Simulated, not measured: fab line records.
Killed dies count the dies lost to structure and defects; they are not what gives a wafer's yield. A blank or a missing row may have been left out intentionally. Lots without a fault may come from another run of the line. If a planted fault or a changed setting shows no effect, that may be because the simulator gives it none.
Split-lot trial || flow n5-finfet || 7 lots, 21 wafers read, on a route of 1938 steps

## ABOUT THE SPLIT
At N5_BEOL_M12_CMP_49 (polishes, stops on SiOC, t overpolish 20.6 s, target thk 320 nm), the setting down-force-psi was moved away from the recipe's 1 psi on 10 of the 21 wafers read, by -12.2% to +10.9%. This setting was run at the recipe's value on the other wafers.

Reading taken at the split's own step.

## THE READING
barrier-field-endpoint-s, in s, at N5_BEOL_M12_CMP_49 (polishes, stops on SiOC, t overpolish 20.6 s, target thk 320 nm). Fault-free wafers of this fab line usually give 30.4 s, standard deviation 0.72 s.

{"wafer": "L079.1", "tool, chamber at the split": "cmp-01, 3", "down-force-psi as run, psi": 1, "against the recipe": "recipe", "barrier-field-endpoint-s, s": 30.7, "against lot-mates on the recipe": "-"}
{"wafer": "L079.3", "tool, chamber at the split": "cmp-01, 0", "down-force-psi as run, psi": 1, "against the recipe": "recipe", "barrier-field-endpoint-s, s": 30.8, "against lot-mates on the recipe": "-"}
{"wafer": "L079.4", "tool, chamber at the split": "cmp-01, 2", "down-force-psi as run, psi": 1, "against the recipe": "recipe", "barrier-field-endpoint-s, s": 32.5, "against lot-mates on the recipe": "-"}
{"wafer": "L077.1", "tool, chamber at the split": "cmp-03, 2", "down-force-psi as run, psi": 1.07, "against the recipe": "+7.0%", "barrier-field-endpoint-s, s": 28.7, "against lot-mates on the recipe": "no lot-mate on the recipe"}
{"wafer": "L077.4", "tool, chamber at the split": "cmp-03, 0", "down-force-psi as run, psi": 1.07, "against the recipe": "+7.0%", "barrier-field-endpoint-s, s": 28.2, "against lot-mates on the recipe": "no lot-mate on the recipe"}
{"wafer": "L077.2", "tool, chamber at the split": "cmp-03, 1", "down-force-psi as run, psi": 1.07, "against the recipe": "+7.0%", "barrier-field-endpoint-s, s": 28.1, "against lot-mates on the recipe": "no lot-mate on the recipe"}
{"wafer": "L087.1", "tool, chamber at the split": "cmp-03, 2", "down-force-psi as run, psi": 1, "against the recipe": "recipe", "barrier-field-endpoint-s, s": 30.3, "against lot-mates on the recipe": "-"}
{"wafer": "L087.2", "tool, chamber at the split": "cmp-03, 3", "down-force-psi as run, psi": 1.057, "against the recipe": "+5.7%", "barrier-field-endpoint-s, s": 28.6, "against lot-mates on the recipe": -1.8}
{"wafer": "L087.4", "tool, chamber at the split": "cmp-03, 1", "down-force-psi as run, psi": 1, "against the recipe": "recipe", "barrier-field-endpoint-s, s": 30.4, "against lot-mates on the recipe": "-"}
{"wafer": "L089.3", "tool, chamber at the split": "cmp-01, 3", "down-force-psi as run, psi": 0.882, "against the recipe": "-11.8%", "barrier-field-endpoint-s, s": 34.0, "against lot-mates on the recipe": "+4.3"}
{"wafer": "L089.2", "tool, chamber at the split": "cmp-01, 0", "down-force-psi as run, psi": 0.882, "against the recipe": "-11.8%", "barrier-field-endpoint-s, s": 34.3, "against lot-mates on the recipe": "+4.6"}
{"wafer": "L089.6", "tool, chamber at the split": "cmp-01, 3", "down-force-psi as run, psi": 1, "against the recipe": "recipe", "barrier-field-endpoint-s, s": 29.7, "against lot-mates on the recipe": "-"}
{"wafer": "L093.3", "tool, chamber at the split": "cmp-01, 2", "down-force-psi as run, psi": 1, "against the recipe": "recipe", "barrier-field-endpoint-s, s": 31.2, "against lot-mates on the recipe": "-"}
{"wafer": "L093.6", "tool, chamber at the split": "cmp-01, 3", "down-force-psi as run, psi": 0.8784, "against the recipe": "-12.2%", "barrier-field-endpoint-s, s": 33.3, "against lot-mates on the recipe": "+2.4"}
{"wafer": "L093.5", "tool, chamber at the split": "cmp-01, 0", "down-force-psi as run, psi": 1, "against the recipe": "recipe", "barrier-field-endpoint-s, s": 30.5, "against lot-mates on the recipe": "-"}
{"wafer": "L092.2", "tool, chamber at the split": "cmp-03, 2", "down-force-psi as run, psi": 1.057, "against the recipe": "+5.7%", "barrier-field-endpoint-s, s": 29.1, "against lot-mates on the recipe": -2.4}
{"wafer": "L092.4", "tool, chamber at the split": "cmp-03, 0", "down-force-psi as run, psi": 1.057, "against the recipe": "+5.7%", "barrier-field-endpoint-s, s": 29.3, "against lot-mates on the recipe": -2.2}
{"wafer": "L092.5", "tool, chamber at the split": "cmp-03, 2", "down-force-psi as run, psi": 1, "against the recipe": "recipe", "barrier-field-endpoint-s, s": 31.5, "against lot-mates on the recipe": "-"}
{"wafer": "L096.4", "tool, chamber at the split": "cmp-01, 1", "down-force-psi as run, psi": 1, "against the recipe": "recipe", "barrier-field-endpoint-s, s": 30.9, "against lot-mates on the recipe": "-"}
{"wafer": "L096.3", "tool, chamber at the split": "cmp-01, 3", "down-force-psi as run, psi": 1.109, "against the recipe": "+10.9%", "barrier-field-endpoint-s, s": 27.0, "against lot-mates on the recipe": -3.6}
{"wafer": "L096.6", "tool, chamber at the split": "cmp-01, 1", "down-force-psi as run, psi": 1, "against the recipe": "recipe", "barrier-field-endpoint-s, s": 30.3, "against lot-mates on the recipe": "-"}

THE FIT
A straight line over all 21 wafers: barrier-field-endpoint-s changes by -0.293 s for each +1% of down-force-psi; r = -0.95; the points scatter about the line by 0.63 s.
The same after taking each lot's own level away (the mean of its wafers on the recipe; 18 wafers): -0.328 s for each +1%; r = -0.96; scatter 0.61 s.
The reading moves by 4 s for the largest change in down-force-psi, on that fit.
Across the lots, their own levels run from 29.70 to 31.50 s, a range of 2.5 times the standard deviation given above.
Hence the slope depends on the lot-to-lot level, as the two fits are not the same.
Check: with one of the wafers moved furthest among these (-12.2%) left out of the fit, the line predicts +4.47 s for it against its lot-mates. It came out at +2.45 s against them.
Tool readings at the split's step, against how far the setting was moved: barrier-field-endpoint-s r = -0.95.

## OTHER SPLITS APPLIED TO THESE WAFERS
Note: prior to the reading, these wafers also went through further splits. Each is held against what the fit with the lots' levels taken away leaves over:
{"other split on the same wafers": "N5_BEOL_M8_EXPOSE_08 dose-mj", "wafers away from the commonest value": 3, "r with barrier-field-endpoint-s (lot level and that fit taken away)": "+0.25"}
{"other split on the same wafers": "N5_BEOL_M8_DEP_56 time-s", "wafers away from the commonest value": 5, "r with barrier-field-endpoint-s (lot level and that fit taken away)": -0.09}
{"other split on the same wafers": "N5_BEOL_M10_COAT_63 spin-rpm", "wafers away from the commonest value": 10, "r with barrier-field-endpoint-s (lot level and that fit taken away)": "+0.07"}
{"other split on the same wafers": "N5_BEOL_M10_COAT_22 spin-rpm", "wafers away from the commonest value": 5, "r with barrier-field-endpoint-s (lot level and that fit taken away)": -0.17}
{"other split on the same wafers": "N5_BEOL_M11_ETCH_41 time-s", "wafers away from the commonest value": 8, "r with barrier-field-endpoint-s (lot level and that fit taken away)": -0.36}

## FILE'S OWN FIT
barrier-field-endpoint-s changes by -0.31 s for each +1% of down-force-psi, r = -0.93.
